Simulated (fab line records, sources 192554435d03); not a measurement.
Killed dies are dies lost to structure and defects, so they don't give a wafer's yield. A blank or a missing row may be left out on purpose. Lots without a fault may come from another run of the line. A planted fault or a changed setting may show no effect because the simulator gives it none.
Chamber matching | flow n5_finfet | N5_BEOL_M0_DEP_125 on pecvd-03: 3 sister chambers
The step deposits SiCN from 3MS/NH3, target thk 8 nm, time 14 s. 6 wafers are shown with their chamber, then 11 later ones without.

WAFERS WITH THEIR CHAMBER
wafer  | chamber | throttle_valve_pct (%) | showerhead_plenum_p_Torr (Torr)
L083.1 | 1       | 8.6                    | 3.650
L083.2 | 0       | 9.6                    | 3.659
L083.6 | 0       | 9.7                    | 3.671
L084.4 | 2       | 8.0                    | 3.669
L084.5 | 1       | 8.9                    | 3.670
L085.1 | 2       | 7.9                    | 3.666

WAFERS WITHOUT THEIR CHAMBER
wafer  | throttle_valve_pct (%) | showerhead_plenum_p_Torr (Torr)
L085.3 | 8.8                    | 3.665
L085.6 | 9.6                    | 3.658
L090.1 | 8.0                    | 3.677
L090.2 | 9.6                    | 3.658
L090.6 | 9.6                    | 3.654
L091.3 | 9.6                    | 3.661
L091.4 | 9.6                    | 3.666
L091.5 | 8.2                    | 3.666
L093.3 | 9.4                    | 3.668
L093.5 | 9.7                    | 3.667
L093.6 | 8.4                    | 3.670

WHICH CHAMBER EACH WENT THROUGH
wafer  | from the rows above     | in truth
L085.3 | 1                       | 1
L085.6 | 0                       | 0
L090.1 | 2                       | 2
L090.2 | 0                       | 0
L090.6 | 0                       | 0
L091.3 | 0                       | 0
L091.4 | 0                       | 0
L091.5 | 2                       | 2
L093.3 | 0                       | 0
L093.5 | 0                       | 0
L093.6 | can't be placed: 1 or 2 | 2
Placed correctly: 10 of 11. Can't be placed from these rows: 1 (the true chamber is among the candidates in 1). Placed wrongly: 0.
How it was worked out, from the rows above alone: a wafer's distance from a chamber is the root of the sum, over the readings, of the square of ((its reading less the chamber's mean) divided by the reading's scatter). The wafer belongs to the nearest chamber; if the next one is less than 2 further off, it can't be placed. A chamber's mean is the mean of its shown wafers. The scatter: the root of (the sum of the squares of (reading less its chamber's mean) over the shown wafers, divided by (wafers less chambers)).
